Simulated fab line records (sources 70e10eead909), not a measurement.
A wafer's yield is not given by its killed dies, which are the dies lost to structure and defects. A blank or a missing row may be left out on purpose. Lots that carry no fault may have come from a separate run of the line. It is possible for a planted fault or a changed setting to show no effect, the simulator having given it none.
What tool caused it?	flow nand_harc	Sampling: 11 lots, 33 wafers, 5 of 1302 route steps

WHAT EACH GAUGE READ, for each wafer
NHARC_END_SORT_01.
lot	measured	on	killed_at_array
L937	day 30 13:58	prober-02	109 134 108
L940	day 31 17:05	prober-02	130 114 108

EACH LOT AND THE TOOL THAT RAN IT (in order: tool; ch and the chambers of the sampled wafers; start)
lot	NHARC_A_STAIRCASE_ETCH_292	NHARC_A_BONDPAD_DESCUM_11	NHARC_A_BONDPAD_STRIP_15	NHARC_THIN_TSV_PRE_CLEAN_54
L922	rie_diel-12 ch 0,1,2, day 16 11:07	rie_diel-04 ch 0,1,2, day 23 13:34	rie_diel-03 ch 1,2, day 23 13:56	pvd_sputter-03, day 24 10:58
L926	rie_diel-08 ch 0,3, day 18 12:52	rie_diel-08 ch 2,3, day 25 01:59	rie_diel-03 ch 0,3, day 25 02:25	pvd_sputter-01, day 26 02:17
L929	rie_diel-12 ch 0,1,2, day 20 02:52	rie_diel-08 ch 1,2,3, day 26 05:59	rie_diel-03 ch 1,2,3, day 26 06:26	pvd_sputter-03, day 27 00:58
L930	rie_diel-11 ch 2,3, day 20 11:17	rie_diel-03 ch 1,2,3, day 26 17:43	rie_diel-03 ch 2,3, day 26 18:06	pvd_sputter-02, day 27 13:29
L932	rie_diel-08 ch 2,3, day 21 09:10	rie_diel-08 ch 1,2, day 27 14:20	rie_diel-08 ch 0,1,2, day 27 14:44	pvd_sputter-02, day 28 08:38
L933	rie_diel-12 ch 0,3, day 21 09:37	rie_diel-04 ch 1,3, day 27 12:27	rie_diel-04 ch 0,1, day 27 12:50	pvd_sputter-02, day 28 09:35
L934	rie_diel-12 ch 0,2, day 22 00:39	rie_diel-03 ch 0,1,3, day 28 04:20	rie_diel-03 ch 0,1,2, day 28 04:46	pvd_sputter-01, day 29 00:05
L936	rie_diel-12 ch 0,1,3, day 22 23:46	rie_diel-03 ch 0,2, day 29 10:08	rie_diel-04 ch 1,2, day 29 10:31	pvd_sputter-03, day 30 03:59
L938	rie_diel-08 ch 1,2, day 23 01:26	rie_diel-08 ch 1,2, day 29 15:39	rie_diel-04 ch 0,1,3, day 29 16:05	pvd_sputter-02, day 30 11:19
L937	rie_diel-12 ch 1,2, day 23 05:22	rie_diel-03 ch 0,3, day 29 08:08	rie_diel-03 ch 2,3, day 29 08:33	pvd_sputter-02, day 30 05:07
L940	rie_diel-12 ch 0,1, day 24 07:53	rie_diel-03 ch 0,2,3, day 30 11:17	rie_diel-04 ch 0,2, day 30 11:41	pvd_sputter-02, day 31 06:56
- NHARC_A_STAIRCASE_ETCH_292: etches the open film in CF4/CHF3.
- NHARC_A_BONDPAD_DESCUM_11: chemistry O2, time 3 s.
- NHARC_A_BONDPAD_STRIP_15: strips in O2.
- NHARC_THIN_TSV_PRE_CLEAN_54: time 30 s.

THE ANSWER, worked out from the rows above alone
Rule: the usual values come from the lots themselves. Put in order of their means at a reading, lots are off if they are a third of the lots or fewer, leave a main group of 4 or more, and stand apart from it by a gap of 3 or more times the standard deviation of the main group's means; of several such gaps the widest counts. A main group is skipped when, at the precision printed for the reading in the tables above, its means are all equal. A lot without any number at a reading at which 4 lots or more have one is off too. Where the step has rows for the other lots, those lots are counted as sound.
No lot is off at any reading shown: from this, nothing can be told.

WHAT THE SIMULATOR PUT IN
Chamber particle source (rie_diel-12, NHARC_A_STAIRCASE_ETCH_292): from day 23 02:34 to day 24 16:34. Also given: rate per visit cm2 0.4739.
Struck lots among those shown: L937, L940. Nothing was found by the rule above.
